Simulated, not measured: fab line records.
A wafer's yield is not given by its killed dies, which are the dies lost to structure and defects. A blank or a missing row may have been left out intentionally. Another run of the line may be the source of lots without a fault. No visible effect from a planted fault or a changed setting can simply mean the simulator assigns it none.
fab line records | flow n5-finfet
record: lots: 5 wafers: 15 last-day: 17
route steps=1938 shown HKMG_FIN@442 GATE_CUT@465 BEOL_M4@1111 PASSIVATION@1936
lots with no fault: from the same line, run without faults
start-h: start of the lot's first displayed wafer, in hours after the record's first day | wait-h: hours from the lot's prior step to this one | " as in the row above | L1.1+2: several wafers, shown together as one row | - value missing, or start not given | * or withheld: withheld | < > ~ a bound
route shown NAME@n: NAME is a module with steps in the file, n the number in the route of the first one | usual: mean/standard deviation of fault-free wafers | same: alike in all rows | chamber/n: place in a boat | sites: the reading at each site | _std_site: their standard deviation | _edge_site: the outer-site mean with the inner-site mean subtracted | radius-mm: how far each site lies from the wafer's centre | mask NAME#n: copy n | behind: tool/chamber where the wafer was last shaped | hold: the reason the lot was held/the length of the hold in hours/how it ended | device: which transistor (n, p or np) failed to switch | end of line: tests of these same wafers at the route's end | for a step that has no rows: nothing shown but its recipe | killed: count of dies lost to structure and defects at first sort (not the wafer's yield) | map: per-die view of a wafer (x killed, . not killed, _ where there is no die)
set.NAME: the setting the step ran with; set.NAME@STEP: the setting that earlier step ran with | model.NAME: the simulator's own value behind a step, which no gauge read
certain route steps with their lots: each step a table, each wafer a row
services: a tool's chamber out of use, with start hour (start-h, from the record's first day; less than 0 if before it), hours out, and reason
== steps ==
step: N5_HKMG_FIN_ALD_91
recipe: material: TiN target-thk-a: 10 temp-c: 400 ald-precursor-family: TiCl4 ald-co-reactant: NH3 pulse-time-s: 1 purge-time-s: 3 co-reactant-purge-time-s: 2 co-reactant-pulse-time-s: 2 ald-cycles: 47 pressure-torr: 3
step: N5_HKMG_FIN_COAT_85
recipe: resist: SOC temp-c: 250 time-s: 60 spin-rpm: 1500 resist-thk-nm: 300
step: N5_HKMG_FIN_ETCH_86
recipe: chemistry: N2/H2 target: SOC target-depth-a: 3932 stop-on: TiN ion-energy-ev: 100 bias-w: 61 pressure-mtorr: 30 source-w: 850 n2-flow-sccm: 200 h2-flow-sccm: 200
step: N5_HKMG_FIN_STRIP_89
recipe: chemistry: N2/H2 material: SOC time-s: 20 power-w: 500 temp-c: 40 pressure-mtorr: 50 rf-frequency-hz: 6e+07 bias-power-w: 8 h2-frac: 0.5 n2-flow-sccm: 300 h2-flow-sccm: 300
step: N5_HKMG_FIN_WET_ETCH_87
recipe: chemistry: SC1 target: TiN mix: 1:2:40 temp-c: 50 time-s: 154.2 target-depth-nm: 4.7 dry: ipa-marangoni rinse-time-s: 30 rinse-temp-c: 23
step: N5_HKMG_FIN_STRIP_88
recipe: chemistry: N2/H2 power-w: 2500 temp-c: 300 h2-frac: 0.65 time-s: 360 pressure-mtorr: withheld n2-flow-sccm: 1750 h2-flow-sccm: 3250
step: N5_HKMG_FIN_NWFM_ALD_20
recipe: material: TiAlC target-thk-a: 20 temp-c: 300 ald-precursor-family: TiCl4 ald-co-reactant: TEA pulse-time-s: 3 purge-time-s: 2 co-reactant-purge-time-s: 2 co-reactant-pulse-time-s: 10 ald-cycles: 7 pressure-torr: 3
step: N5_HKMG_FIN_ALD_71
recipe: material: TiN target-thk-a: 10 temp-c: 400 ald-precursor-family: TiCl4 ald-co-reactant: NH3 pulse-time-s: 1 purge-time-s: 3 co-reactant-purge-time-s: 2 co-reactant-pulse-time-s: 2 ald-cycles: 47 pressure-torr: 3
step: N5_HKMG_FIN_COAT_66
recipe: resist: SOC temp-c: 250 time-s: 60 spin-rpm: 1500 resist-thk-nm: 300
step: N5_HKMG_FIN_ETCH_67
recipe: chemistry: N2/H2 target: SOC target-depth-a: 3889 stop-on: TiN ion-energy-ev: 100 bias-w: 61 pressure-mtorr: 30 source-w: 850 n2-flow-sccm: 200 h2-flow-sccm: 200
step: N5_HKMG_FIN_STRIP_90
recipe: chemistry: N2/H2 material: SOC time-s: 20 power-w: 500 temp-c: 40 pressure-mtorr: 50 rf-frequency-hz: 6e+07 bias-power-w: 8 h2-frac: 0.5 n2-flow-sccm: 300 h2-flow-sccm: 300
step: N5_HKMG_FIN_WET_ETCH_73
recipe: chemistry: SC1 mix: 1:2:40 temp-c: 50 time-s: 42.3 target-depth-nm: 1.3 dry: ipa-marangoni rinse-time-s: 30 rinse-temp-c: 23
step: N5_HKMG_FIN_ETCHBACK_68
recipe: chemistry: Cl2/Ar stop-on: HfO2 target-depth-a: 5 pressure-mtorr: 10 icp-w: 600 bias-w: 60 Cl2_flow_sccm: 40 Ar_flow_sccm: 60
usual: bias-w: 59.99/0.16 chamber-pressure-mTorr: 10.000/0.0089 drypump-motor-current-A: 5.4/0.37 oes-product-au: 0.69/0.11 throttle-valve-pct: 21.06/0.14
columns lot.wafer tool chamber start-h wait-h bias-w chamber-pressure-mTorr drypump-motor-current-A oes-product-au rf-hours-counter-h throttle-valve-pct
L157.3 rie-metal-02 0 139.75 0.1 - - - - - -
L157.5 " 1 " " - - - - - -
L157.6 " 0 " " - - - - - -
L158.1 rie-metal-01 1 148.56 0.0 - - - - - -
L158.2 " 1 " " - - - - - -
L158.6 " 1 " " - - - - - -
L159.3 rie-metal-02 0 152.17 0.1 - - - - - -
L159.5 " 1 " " - - - - - -
L159.6 " 0 " " - - - - - -
L161.1 rie-metal-02 0 163.97 0.0 60.05 10.011 5.1 0.78 36 20.97
L161.2 " 1 " " 60.18 9.994 6.0 0.64 104 21.08
L161.6 " 1 " " 60.01 9.993 6.0 0.64 - 21.09
L169.1 rie-metal-02 1 214.39 0.0 60.03 10.000 6.0 0.63 107 21.09
L169.2 " 0 " " 59.99 10.009 5.1 0.78 39 20.95
L169.4 " 0 " " 60.11 9.992 5.0 0.78 - 20.99
step: N5_HKMG_FIN_STRIP_69
recipe: chemistry: N2/H2 power-w: 2500 temp-c: 300 h2-frac: 0.65 time-s: 360 pressure-mtorr: withheld n2-flow-sccm: 1750 h2-flow-sccm: 3250
step: N5_HKMG_FIN_ALD_21
recipe: material: TiN target-thk-a: 15 temp-c: 400 ald-precursor-family: TiCl4 ald-co-reactant: NH3 pulse-time-s: 1 purge-time-s: 3 co-reactant-purge-time-s: 2 co-reactant-pulse-time-s: 2 ald-cycles: 68 pressure-torr: 3
step: N5_HKMG_FIN_ALD_72
recipe: material: W target-thk-a: 20 temp-c: 300 pressure-torr: 7.5 ald-precursor-family: WF6 ald-co-reactant: B2H6 pulse-time-s: 1 purge-time-s: 2 co-reactant-purge-time-s: 2 co-reactant-pulse-time-s: 3 ald-cycles: 7
step: N5_HKMG_FIN_W_FILL_22
recipe: material: W target-thk-a: 600 temp-c: 400 pressure-torr: 39.4 time-s: 18.2
step: N5_HKMG_FIN_PRECLEAN_83
recipe: chemistry: DIW time-s: 57.5 temp-c: 23
step: N5_HKMG_FIN_SRD_84
recipe: dry-time-s: 32 dry: n2-spin spin-rpm: 1500
step: N5_HKMG_FIN_CMP_23
recipe: stop-on: SiNx t-overpolish-s: 10 post-cmp-clean: rinse-only down-force-psi: 4 platen-rpm: 50.289 pad-velocity-m-s: 1.0006 target-thk-nm: 46.326
step: N5_HKMG_FIN_CMP_94
recipe: stop-on: SiNx post-cmp-clean: w-dilute-nh4oh t-overpolish-s: 4.7 down-force-psi: 4 platen-rpm: 50.289 pad-velocity-m-s: 1.0006 target-thk-nm: 43.299
step: N5_GATE_CUT_ETCHBACK_00
recipe: chemistry: SF6/Cl2 target: W pressure-mtorr: 8 icp-w: 900 bias-w: 80 SF6_flow_sccm: 40 Cl2_flow_sccm: 60
step: N5_GATE_CUT_ETCH_56
recipe: chemistry: Cl2/Ar target: TiN target-depth-a: 216 pressure-mtorr: 10 icp-w: 600 bias-w: 60 Cl2_flow_sccm: 40 Ar_flow_sccm: 60
step: N5_GATE_CUT_ETCHBACK_30
recipe: chemistry: Cl2/Ar target: TiN target-depth-a: 30 mode: isotropic pressure-mtorr: 10 icp-w: 600 bias-w: 60 Cl2_flow_sccm: 40 Ar_flow_sccm: 60
step: N5_GATE_CUT_VAPOR_ETCH_60
recipe: chemistry: BCl3/Cl2 target: HfO2 mode: isotropic
step: N5_GATE_CUT_ETCH_58
recipe: chemistry: CH3F/O2 target: SiNx target-depth-a: 170 time-s: 128.6 ion-energy-ev: 50 pressure-mtorr: 30 source-w: 415 bias-w: 21 Ar_flow_sccm: 150 CH3F_flow_sccm: 30 O2_flow_sccm: 20
step: N5_GATE_CUT_STRIP_59
recipe: chemistry: N2/H2 time-s: 20 power-w: 100 temp-c: 40 pressure-mtorr: 100 rf-frequency-hz: 6e+07 bias-power-w: 3 n2-flow-sccm: 300 h2-flow-sccm: 300
step: N5_GATE_CUT_PRECLEAN_31
recipe: temp-c: 23 chemistry: DIW time-s: 300
step: N5_GATE_CUT_SRD_32
recipe: time-s: 30 temp-c: 23 rinse-liquid: diw dry: ipa-marangoni
step: N5_GATE_CUT_SAC_CAP_01
recipe: material: SiNx target-thk-a: 240 temp-c: 400 ald-precursor-family: SiH2I2 ald-co-reactant: N2/H2-plasma pulse-time-s: 1 ald-cycles: 480 purge-time-s: 2 co-reactant-purge-time-s: 2 pressure-torr: 2
step: N5_GATE_CUT_PECVD_57
recipe: material: SiNx target-thk-a: 210 temp-c: 400 precursor: SiH4/NH3/N2 pressure-torr: 1.5 rf-w: 300
step: N5_GATE_CUT_CMP_02
recipe: stop-on: SiO2 t-overpolish-s: 12.7 post-cmp-clean: alkaline-brush down-force-psi: 2.5 platen-rpm: 51.8 pad-velocity-m-s: 1.0307 target-thk-nm: 0
step: N5_GATE_CUT_HM_DEP_46
recipe: material: SiO2 target-thk-a: 1300 temp-c: 400 precursor: TEOS/O2 pressure-torr: 6.5 rf-w: 900 teos-flow-sccm: 161.4 gas: O2 flow-sccm: 2650 time-s: 26.6
step: N5_GATE_CUT_COAT_34
recipe: resist: SOC temp-c: 250 time-s: 60 spin-rpm: 1500 resist-thk-nm: 60
step: N5_GATE_CUT_COAT_35
recipe: resist: SiARC temp-c: 220 time-s: 60 spin-rpm: 1500 resist-thk-nm: 10
step: N5_GATE_CUT_COAT_27
recipe: resist: underlayer temp-c: 205 time-s: 60 spin-rpm: 1500 resist-thk-nm: 10
step: N5_GATE_CUT_COAT_07
recipe: resist: CAR-EUV spin-rpm: 1500 resist-thk-nm: 30
step: N5_GATE_CUT_EBR_09
recipe: solvent: PGMEA ebr-width-mm: 1.5
step: N5_GATE_CUT_SOFTBAKE_08
recipe: temp-c: 110 time-s: 60 resist: CAR-EUV
step: N5_BEOL_M4_RC_MEAS_101
usual: DIBL_N: 36.2/1.7 DIBL_P: 36.6/1.9 IOFF_N: 0.16/0.032 IOFF_P: 0.21/0.037 ION_N: 675/12 ION_P: 460/8.1 SS_N: 71.4/0.58 SS_P: 73.4/0.64 VT_N: 249/3.2 VT_P: -252/3.4
columns lot.wafer tool chamber start-h wait-h DIBL_N[mV/V] DIBL_P[mV/V] IOFF_N[nA/um] IOFF_P[nA/um] ION_N[uA/um] ION_P[uA/um] SS_N[mV/dec] SS_P[mV/dec] VT_N[mV] VT_P[mV]
L157.3 prober-02 0 227.00 0.3 35.6 36.1 0.13 0.18 649 446 71.5 73.2 255 -255
L157.5 " 0 " " 36.9 38.4 0.16 0.21 674 462 71.3 73.7 251 -251
L157.6 " 0 " " 33.4 33.4 0.11 0.15 658 455 70.2 72.3 255 -253
L159.3 prober-02 0 242.34 0.3 35.7 35.1 0.15 0.18 660 446 72.2 72.9 252 -253
L159.5 " 0 " " 37.2 37.7 0.19 0.23 676 469 72.0 73.1 247 -250
L159.6 " 0 " " 34.0 32.7 0.13 0.15 658 446 71.6 72.6 254 -256
L158.1 prober-01 0 242.51 0.0 34.4 36.2 0.14 0.21 680 466 70.6 74.1 254 -249
L158.2 " 0 " " 33.2 33.8 0.12 0.18 649 453 70.7 73.1 255 -251
L158.6 " 0 " " 35.7 37.1 0.17 0.24 676 466 71.3 74.1 249 -248
L161.1 prober-02 0 246.70 0.0 38.2 39.3 0.19 0.21 664 452 72.2 73.6 249 -253
L161.2 " 0 " " 36.4 37.2 0.16 0.19 677 460 71.9 73.4 248 -252
L161.6 " 0 " " 36.0 37.1 0.15 0.19 656 445 71.9 73.1 251 -253
L169.1 prober-01 0 295.32 0.0 36.2 35.8 0.16 0.21 677 464 71.4 73.6 249 -250
L169.2 " 0 " " 36.2 35.8 0.17 0.20 673 459 71.5 73.6 245 -253
L169.4 " 0 " " 34.5 33.9 0.13 0.17 662 458 70.9 72.6 254 -251
step: N5_PASSIVATION_PROBE_49
usual: defect-limited-yield: 91.3/1.5 killed_at_M0_to_M3: 35/10 killed_at_M4_up: 12/4.6 killed-at-contacts: 13/6.6 killed-at-front-end: 39/11 killed-at-other: 4/3.4 killed-dies: 103/17 killed-on-rim: 14/4.1 killed-open: 67/13 killed-short: 35/8.2 sort_bin_5_function: 5.1/0.94 sort_bin_6_memory: 3.2/0.7 sort-n-pass: 1077/17 sort-yield-pct: 91.3/1.5
same: gross-dies: 1180 killed-at-back-side: 0 sort_bin_4_leakage[%]: 0 sort_bin_8_speed[%]: 0
columns lot.wafer tool chamber start-h wait-h defect-limited-yield[%] killed_at_M0_to_M3 killed_at_M4_up killed-at-contacts killed-at-front-end killed-at-other killed-dies killed-on-rim killed-open killed-short sort_bin_5_function[%] sort_bin_6_memory[%] sort-n-pass sort-yield-pct[%]
L157.3 prober-01 - 326.49 0.1 90.9 43 13 7 39 5 107 14 87 20 5.4 3.4 1073 90.9
L157.5 prober-01 - 326.59 0.2 90.1 37 11 25 40 4 117 17 73 43 4.6 4.9 1063 90.1
L157.6 prober-01 - 326.64 0.3 89.0 56 11 16 46 1 130 17 88 40 6.8 3.7 1050 89.0
L159.3 prober-01 - 337.60 0.1 92.5 34 11 2 39 3 89 13 59 29 4.7 2.5 1091 92.5
L159.5 prober-01 - 337.70 0.2 58.9 53 13 2 412 5 485 24 83 35 5.5 4.2 695 58.9
L159.6 prober-01 - 337.75 0.3 89.8 57 8 11 43 1 120 12 77 40 5.4 4.3 1060 89.8
L158.1 prober-02 - 345.56 0.0 93.6 35 7 5 26 2 75 13 31 39 3.6 2.1 1105 93.6
L158.2 prober-02 - 345.61 0.1 82.5 28 9 5 163 2 207 61 39 30 3.5 2.2 973 82.5
L158.6 prober-02 - 345.81 0.3 79.1 28 8 21 188 2 247 75 64 27 4.2 3.2 933 79.1
killed by level:class
L157.3 FIN_SAQP:geometric-particle:open=11 BEOL_M0_SAQP:geometric-particle:open=10 BEOL_M1:geometric-particle:open=10 FIN_SAQP:geometric-particle:short=8 BEOL_M3:geometric-particle:open=8 MOL_CONTACT_COAG:geometric-particle:open=7 GATE_CUT:geometric-particle:open=6 BEOL_M2:geometric-particle:open=6
L157.5 MOL_CONTACT_COAG:geometric-particle:open=18 BEOL_M0_SAQP:geometric-particle:short=12 STI_FIN_REVEAL:geometric-particle:open=7 DUMMY_GATE:geometric-particle:open=7 MOL_CONTACT_COAG:geometric-particle:short=7 FIN_SAQP:geometric-particle:short=6 BEOL_M0:geometric-particle:open=5 BEOL_M0_SAQP:geometric-particle:open=4
L157.6 MOL_CONTACT_COAG:geometric-particle:open=12 BEOL_M3:geometric-particle:open=11 BEOL_M2:geometric-particle:open=9 BEOL_M1:geometric-particle:open=8 STI_FIN_REVEAL:geometric-particle:open=7 DUMMY_GATE:geometric-particle:open=6 FIN_SAQP:geometric-particle:short=5 GATE_CUT:geometric-particle:short=5
L159.3 STI_FIN_REVEAL:geometric-particle:open=18 BEOL_M3:geometric-particle:open=8 BEOL_M0_SAQP:geometric-particle:short=7 BEOL_M0_SAQP:geometric-particle:open=6 BEOL_M1:geometric-particle:open=6 FIN_SAQP:geometric-particle:short=5 STI_FIN_REVEAL:geometric-particle:short=4 BEOL_M4:geometric-particle:open=4
L159.5 HKMG_FIN:area-etch=366 FIN_SAQP:geometric-particle:open=16 BEOL_M0_SAQP:geometric-particle:open=13 BEOL_M0_SAQP:geometric-particle:short=11 BEOL_M3:geometric-particle:open=10 BEOL_M4:geometric-particle:open=7 STI_FIN_REVEAL:geometric-particle:open=6 BEOL_M0:geometric-particle:open=5
L159.6 BEOL_M1:geometric-particle:open=23 STI_FIN_REVEAL:geometric-particle:open=17 FIN_SAQP:geometric-particle:short=9 MOL_CONTACT_COAG:geometric-particle:open=8 BEOL_M2:geometric-particle:open=8 STI_FIN_REVEAL:geometric-particle:short=6 BEOL_M0_SAQP:geometric-particle:open=5 BEOL_M3:geometric-particle:short=4
L158.1 BEOL_M0_SAQP:geometric-particle:short=16 GATE_CUT:geometric-particle:short=11 BEOL_M3:geometric-particle:open=6 BEOL_M0_SAQP:geometric-particle:open=5 HKMG_FIN:area-etch=4 STI_FIN_REVEAL:geometric-particle:open=3 GATE_CUT:geometric-particle:open=3 MOL_CONTACT_COAG:geometric-particle:open=3
L158.2 HKMG_FIN:area-etch=137 BEOL_M0_SAQP:geometric-particle:short=14 FIN_SAQP:geometric-particle:open=5 BEOL_M0_SAQP:geometric-particle:open=5 BEOL_M3:geometric-particle:open=5 STI_FIN_REVEAL:geometric-particle:open=4 FIN_SAQP:geometric-particle:short=3 ILD0:geometric-particle:short=3
L158.6 HKMG_FIN:area-etch=156 MOL_CONTACT_COAG:geometric-particle:open=18 FIN_SAQP:geometric-particle:open=7 BEOL_M0_SAQP:geometric-particle:open=7 BEOL_M1:geometric-particle:open=7 BEOL_M3:geometric-particle:open=6 BEOL_M0_SAQP:geometric-particle:short=5 FIN_SAQP:geometric-particle:short=4
map L157.6 (x killed, . not)
_________________.......x....________________
______________................x._____________
___________......x..x............x.__________
__________x.....x.x......x.x........_________
________.....x........................_______
_______...x...xx...x............x......______
______................x...x...x.....x..._____
_____......x.......................x.....____
____...........x.x...x............x.......___
___........x..xx....x........x...x.........__
___.x.x..x......................x..........__
__............x...................x.......x._
__..x................x..x.....x............._
_x.....x...x....x.........................x..
_.x.......................x....x.............
_x....x..............x....xx............x..x.
_x.....x.........x........x...x.......x....x.
_...........................x......x.......x.
_....x....x......x..x..x.............x...x...
_..............x.......................x.....
_...x....x...x....xx....x.....x.........x....
__.....................x.....x.............x_
__.......x......x.................x...x.x..._
___........................x...x.....x....x__
___...........x.x...................x....x.__
____x.......x...........x............x....___
_____....x..............x.x............x.____
______..........x..........x.........x.x_____
_______..................x.......x.....______
________........x.x..x................_______
__________..........x........x...xx._________
___________........x.x........x....__________
______________.....x..x...x...x._____________
_________________.x..........________________
map L158.6 (x killed, . not)
_________________.xxxx.x.xx..________________
______________..xx.x.x.x..xxxxx._____________
___________xxx..xxxx...x.....xxxxxx__________
__________x.x...xx.....xxx..xxxxxx.x_________
________.xxx.xx.....xx...x..x...x.x..x_______
_______xx...x.x........x....x........xx______
______xx..x............x.........x.x.xxx_____
_____..x..x.........x.x...x.......x.xx..x____
____xxxxx....x............x...x.xx..x.x.xx___
___..x.x............x..xx........x..x....x.__
___x....x.........x............x........x.x__
__xxx.....x........x...x.......x......x.x..x_
__xx.........x....x..x..................xx.._
_x......x.x...........x.................x..xx
_x...x......x......x.................x....xx.
_x.xxx..........x..............x...x.....x.xx
_xxx.x......x......x.x...........x...xx...x..
_xx.............x........................x..x
_xxx..............x....x...................x.
_x....x...................x.....x..x.........
_....x.......x.....x...................x....x
__..............................x..x.....xxx_
__.xx....x............x....................._
___x...........x....x.....x.......x...x....__
___.................x.......x.............x__
____x.x......x.x...x..................xx..___
_____xxx.x.............................x.____
______...x......x.....x......x.........._____
_______..x...x..............xx..xx...xx______
________....x.........x.............x._______
__________.x.xx...xx....x...x..x.x.._________
___________..............x.......x.__________
______________.x........x....x.._____________
_________________.x.....xx..x________________
== services ==
columns tool chamber start-h hours kind
rie-metal-01 0 133.43 - clean
rie-metal-01 0 133.43 16.4 scheduled-down
rie-metal-01 0 133.43 16.4 vent-cycle
rie-metal-01 1 153.13 - clean
rie-metal-01 1 153.13 13.4 scheduled-down
rie-metal-01 1 153.13 13.4 vent-cycle
== key ==
first-sign: step: N5_HKMG_FIN_ETCHBACK_68 reading: tool-record direction: missing
effect: step: N5_PASSIVATION_PROBE_49 reading: killed-at-front-end direction: up sigmas: 6.2 usual: 39 struck: 111 wafers-moved: 3
met-at N5_HKMG_FIN_ETCHBACK_68
struck-wafers L157.3,L157.5,L157.6,L158.1,L158.2,L158.6,L159.3,L159.5,L159.6
fault: kind: skipped-step-whole tool: rie-metal-01,rie-metal-02 chamber: - onset-h: 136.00 steps: N5_HKMG_FIN_ETCHBACK_68 scope: struck-lots-only
